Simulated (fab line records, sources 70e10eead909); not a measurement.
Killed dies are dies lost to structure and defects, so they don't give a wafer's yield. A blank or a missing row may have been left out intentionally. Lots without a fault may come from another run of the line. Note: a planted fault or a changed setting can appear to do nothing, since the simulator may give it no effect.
Matching of chambers | flow nandHarc | NHARC_A_CHANNEL_FILL_D2_CMP_10 on cmp-04 has 4 sister chambers
The step polishes, target thk 150 nm. 4 wafers are shown with their chamber, then 8 later ones without.

WAFERS, EACH WITH ITS CHAMBER
wafer  | chamber | motorCurrentA (A)
L086.6 | 1       | 11.1
L090.2 | 3       | 11.8
L090.5 | 2       | 11.3
L091.3 | 0       | 13.2

WAFERS MISSING THEIR CHAMBER
wafer  | motorCurrentA (A)
L091.4 | 12.4
L091.6 | 13.3
L095.2 | 12.9
L095.5 | 12.4
L095.6 | 13.1
L096.2 | 11.5
L096.3 | 13.8
L096.5 | 11.9

EACH ONE'S CHAMBER
wafer  | from the rows above               | in truth
L091.4 | can't be placed: 3 or 0 or 2 or 1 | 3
L091.6 | 0                                 | 0
L095.2 | 0                                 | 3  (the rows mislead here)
L095.5 | can't be placed: 3 or 0 or 2 or 1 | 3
L095.6 | 0                                 | 0
L096.2 | can't be placed: 2 or 3 or 1      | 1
L096.3 | 0                                 | 0
L096.5 | can't be placed: 3 or 2 or 1      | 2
Placed correctly: 3 of 8. Can't be placed from these rows: 4 (the true chamber is among the candidates in 4). 1 placed wrongly.
How it was worked out, from the rows above alone: a wafer's distance from a chamber is the root of the sum, over the readings, of the square of ((its reading less the chamber's mean) divided by the reading's scatter). The wafer belongs to the nearest chamber; if the next one is less than 2 further off, it can't be placed. A chamber's mean is the mean of its shown wafers. The scatter: with one shown wafer a chamber, the root of the mean of the squares of how far each hidden wafer lies from its nearest shown one.
